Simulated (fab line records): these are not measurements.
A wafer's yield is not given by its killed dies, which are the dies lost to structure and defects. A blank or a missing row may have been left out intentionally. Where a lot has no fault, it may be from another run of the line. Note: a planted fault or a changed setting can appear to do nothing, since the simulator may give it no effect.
A single fault, viewed from 2 desks | flow nand_harc | numbers are kept per desk, each desk with only its own; the story behind them comes last

AT THE METROLOGY DESK
What the gauges read, lot by lot, whatever tool the lot ran on: means of the sampled wafers that have a number. A lot is out of limits, marked OUT, if its mean lies more than 4 standard deviations from the usual mean; the brackets give that distance.
Columns: A = cd_nm at NHARC_THIN_TSV_CD_MEAS_33, usual 5002 nm
lot  | first seen here | A
L684 | day 18 12:11    | 4998
L689 | day 19 17:39    | 4998
L694 | day 21 03:34    | 5000
L697 | day 22 00:47    | 5006
L704 | day 24 01:10    | 5004
L707 | day 24 17:00    | 4999
Finding of this desk: none of the 6 lots has anything out of limits.

AT THE TOOL OWNER'S DESK: rie_metal-03
The tool's own readings at NHARC_THIN_TSV_ETCH_59 (etches the open film in Cl2/BCl3, target depth 880 nm, time 138.1 s): means of the sampled wafers that have a number, for each lot that ran on this tool. A lot is out of limits, marked OUT, if its mean lies more than 4 standard deviations from the usual mean; the brackets give that distance.
Columns: A = drypump_motor_current_A at NHARC_THIN_TSV_ETCH_59, usual 5.3 A; B = oes_product_au at NHARC_THIN_TSV_ETCH_59, usual 1.004 a.u.; C = throttle_valve_pct at NHARC_THIN_TSV_ETCH_59, usual 22.264 %
lot  | first seen here | A   | B               | C
L689 | day 19 18:02    | 5.4 | 1.005           | 22.260
L694 | day 21 03:53    | 5.3 | 0.872 (-11) OUT | 22.258
L697 | day 22 01:07    | 5.3 | 0.802 (-17) OUT | 22.257
This desk's finding: out of limits on L694, L697; first on L694, day 21 03:53 (oes_product_au at NHARC_THIN_TSV_ETCH_59). Within limits: L689.

PUT TOGETHER
The tool owner's desk had the chance to raise an alarm at day 21 03:53 on L694, L697.
The metrology desk saw nothing out of limits.
The metrology desk has L694, L697 on record, within its limits.
Of the lots named, all ran NHARC_THIN_TSV_ETCH_59 on rie_metal-03.

WHAT THE SIMULATOR HAD INSERTED
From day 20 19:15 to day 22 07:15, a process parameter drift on rie_metal-03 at NHARC_THIN_TSV_ETCH_59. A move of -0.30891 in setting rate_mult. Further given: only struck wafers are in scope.
Shown lots that were struck: L694, L697.
Delay in hours, fault start to first out-of-limits reading, by desk: the tool owner's desk at 9.
